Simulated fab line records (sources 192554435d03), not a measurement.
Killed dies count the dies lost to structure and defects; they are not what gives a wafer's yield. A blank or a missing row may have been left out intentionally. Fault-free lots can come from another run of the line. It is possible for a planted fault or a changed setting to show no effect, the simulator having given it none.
A struck lot beside a sound one	flow n5 finfet	16 out of 1938 route steps
Sound: the wafers L128.2, L128.3, L128.6. The struck wafers were L114.1, L114.2, L114.4. The cause comes at the end.
Order at every step that has rows: each side's tool, ch and its chambers, its first start. Under that, the readings that differ: sound wafers	struck wafers	difference of the means	sigmas: that difference in standard deviations of wafers without a fault.
alike: readings whose means differ by less than 2 such deviations, and words and numbers that are the same on both sides. not compared: withheld readings, readings that some wafer has no value for, bounds like >300 that may hide the same value, and numbers for which the record gives no deviation and whose values overlap.
A row with sigmas, a row that says differs or no value, or rows on one side alone: a step with any of these is where the two part. When numbers do not overlap yet have no deviation, they are printed without sigmas and do not part them. A reading missing from all wafers of one side parts the sides only when that side holds two or more wafers.

first, 1 step without rows for these wafers: N5_BEOL_M2_ALD_84 (deposits TaN, pulse time 2 s, purge time 3 s, co reactant purge time 2 s).
N5_BEOL_M2_SURFACE_TREAT_85:
  struck on pvd sputter-03, day 9 03:04; sound on pvd sputter-02, day 12 21:13
  not compared: throttle valve pct
then, 5 steps without rows for these wafers: N5_BEOL_M2_CVD_47 (deposits Co from CCTBA/H2, target thk 3 nm, time 223.8 s); N5_BEOL_M2_SPUTTER_48 (material Cu, target thk 4.5 nm, time 8.29 s); N5_BEOL_M2_ANNEAL_49 (time 240 s); N5_BEOL_M2_SPUTTER_79 (material Cu, target thk 4.5 nm, time 8.29 s); N5_BEOL_M2_ANNEAL_80 (time 240 s).
N5_BEOL_M2_SPUTTER_81: material Cu, target thk 4.5 nm, time 8.29 s.
  struck on pvd sputter-01, day 9 03:53; sound on pvd sputter-01, day 12 21:58
  alike: throttle valve pct
N5_BEOL_M2_ANNEAL_82: time 240 s.
  struck on pvd sputter-01, day 9 03:58; sound on pvd sputter-01, day 12 22:02
  alike: heater power w, susceptor temp C
N5_BEOL_M2_SPUTTER_86: material Cu, target thk 4.5 nm, time 8.29 s.
  struck on pvd sputter-01, day 9 04:06; sound on pvd sputter-01, day 12 22:11
  alike: throttle valve pct
N5_BEOL_M2_ANNEAL_87: time 240 s.
  struck on pvd sputter-01, day 9 04:11; sound on pvd sputter-01, day 12 22:16
  alike: heater power w, susceptor temp C
then, 1 step without rows for these wafers: N5_BEOL_M2_SPUTTER_88 (material Cu, target thk 4.5 nm, time 8.29 s).
N5_BEOL_M2_ANNEAL_89: time 240 s.
  struck on pvd sputter-01, day 9 04:24; sound on pvd sputter-01, day 12 22:29
  no value came back on the struck wafers for heater power w (W), susceptor temp C (C); on the sound wafers heater power w (W) reads 819 895 818
then, 1 step without rows for these wafers: N5_BEOL_M2_SPUTTER_90 (material Cu, target thk 4.5 nm, time 8.29 s).
N5_BEOL_M4_RC_MEAS_101:
  sound on prober-02 ch 0, day 14 14:28; struck on prober-01 ch 0, day 10 20:51
  alike: DIBL_N, DIBL_P, IOFF_N, IOFF_P, ION_N, ION_P, SS_N, SS_P, VT_N, VT_P
-- here the record skips 5 days between the struck wafers' starts before and after, leaving off in module BEOL_M4 and picking up in module PASSIVATION (first step shown: number 1936 of the route) --
N5_PASSIVATION_PROBE_49:
  only the struck wafers here have rows in the record (prober-01, day 15 20:47); the sound ones have none

WHERE THEY PART
First at N5_BEOL_M2_ANNEAL_89; last, within this record, at N5_PASSIVATION_PROBE_49.

WHY: whatever the simulator had introduced
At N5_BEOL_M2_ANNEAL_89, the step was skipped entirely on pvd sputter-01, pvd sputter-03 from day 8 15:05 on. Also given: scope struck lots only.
